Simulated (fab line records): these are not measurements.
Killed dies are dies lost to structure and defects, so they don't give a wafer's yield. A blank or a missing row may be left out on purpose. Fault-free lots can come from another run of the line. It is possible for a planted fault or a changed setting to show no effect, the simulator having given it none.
A struck lot beside a sound one | flow nand_harc | 15 out of 1159 route steps
Sound: wafers L819.1, L819.2, L819.6. Wafers L804.1, L804.4 were the ones struck. The cause is given at the end.
Per side, at each step with rows, come the tool, then ch with its chambers, and then its first start. Under that, the readings that differ: sound wafers | struck wafers | difference of the means | sigmas: that difference in standard deviations of wafers without a fault.
alike: a reading whose means differ by less than 2 such deviations, as well as words and numbers matching on both sides. not compared: withheld readings; readings where some wafer has no value; bounds like >300 that might hide an equal value; numbers whose values overlap and for which the record gives no deviation.
The two part at a step that has a row with sigmas, a row that says differs or no value, or rows on one side only. When numbers do not overlap yet have no deviation, they are printed without sigmas and do not part them. A reading that every wafer of one side lacks parts them only if that side has two wafers or more.

NHARC_A_CHANNEL_HOLE_D1_STRIP_27: strips in O2.
  sound on rie_diel-01 ch 1,2,3; struck on rie_diel-03 ch 2,3
  alike: drypump_motor_current_A, oes_product_au, rf_vpp_V, showerhead_plenum_p_Torr, throttle_valve_pct
  not compared: rf_hours_counter_h
then, 2 steps without rows for these wafers: NHARC_A_CHANNEL_HOLE_D1_PRECLEAN_28 (cleans in SC1); NHARC_A_CHANNEL_HOLE_D1_SRD_29.
NHARC_A_CHANNEL_HOLE_D1_CD_MEAS_30:
  sound on cd_sem-03, day 12 15:34; struck on cd_sem-03, day 9 08:13
  alike: cd_nm
NHARC_A_CHANNEL_HOLE_D1_XSEM_31:
  sound on xsem-01 ch 0, day 12 15:38; struck on xsem-02 ch 0, day 9 08:19
  reading            | sound          | struck    | difference | sigmas
  bow_nm (nm)        | 8.17 8.23 8.17 | 9.21 9.31 | +1.07      | +4
  tilt_deg (degrees) | 0.01 0.01 0.01 | 0.12 0.12 | +0.11      | +3
  alike: bot_cd_nm
NHARC_A_CHANNEL_HOLE_D1_INSPECT_40:
  sound on defect_inspect-02, day 12 15:44; struck on defect_inspect-02, day 9 08:25
  alike: raw_defect_count
then, 3 steps without rows for these wafers: NHARC_A_CHANNEL_FILL_D1_PRECLEAN_00 (cleans in SC1); NHARC_A_CHANNEL_FILL_D1_SRD_01; NHARC_A_CHANNEL_FILL_D1_ALD_02 (deposits SiO2, target thk 6 nm, pulse time 10 s, ald cycles 60).
NHARC_A_CHANNEL_FILL_D1_ALD_03: deposits SiNx, target thk 6 nm, pulse time 60 s, ald cycles 58.
  sound on ald_sin_batch-02 ch 0; struck on ald_sin_batch-01 ch 0
  alike: precursor_pulse_height_rel, susceptor_temp_C
  not compared: ald_cycles
NHARC_A_CHANNEL_FILL_D1_ALD_14: deposits SiO2, target thk 2.5 nm, pulse time 10 s, ald cycles 25.
  sound on ald_hk-04 ch 2,3, day 12 23:01; struck on ald_hk-03 ch 0,1, day 9 16:14
  reading            | sound       | struck  | difference | sigmas
  heater_power_w (W) | 597 443 577 | 415 431 | -116       | -3
  alike: precursor_pulse_height_rel, susceptor_temp_C
  not compared: ald_cycles
NHARC_A_CHANNEL_FILL_D1_ALD_15: deposits SiNx, target thk 2 nm, pulse time 60 s, ald cycles 19.
  sound on ald_sin_batch-03 ch 0; struck on ald_sin_batch-03 ch 0, day 9 19:14
  reading              | sound | struck      | difference                   | sigmas
  susceptor_temp_C (C) | - - - | 630.1 629.6 | no value on the sound wafers |
  alike: precursor_pulse_height_rel
  not compared: ald_cycles
NHARC_A_CHANNEL_FILL_D1_ALD_16: deposits SiO2, target thk 1.5 nm, pulse time 10 s, ald cycles 15.
  sound on ald_hk-04 ch 0,1, day 13 04:08; struck on ald_hk-01 ch 0,2, day 9 21:19
  reading    | sound    | struck | difference | sigmas
  ald_cycles | 15 15 15 | 19 19  | +4         |
  alike: heater_power_w, precursor_pulse_height_rel, susceptor_temp_C
then, 2 steps without rows for these wafers: NHARC_A_CHANNEL_FILL_D1_ANNEAL_17 (time 1800 s); NHARC_END_SORT_01.

== WHERE THEY PART ==
Last at NHARC_A_CHANNEL_FILL_D1_ALD_15 as far as this record goes, first at NHARC_A_CHANNEL_HOLE_D1_XSEM_31. Later steps at which nothing parts them and some readings are alike: NHARC_A_CHANNEL_FILL_D1_ALD_16.

WHY: whatever the simulator had introduced
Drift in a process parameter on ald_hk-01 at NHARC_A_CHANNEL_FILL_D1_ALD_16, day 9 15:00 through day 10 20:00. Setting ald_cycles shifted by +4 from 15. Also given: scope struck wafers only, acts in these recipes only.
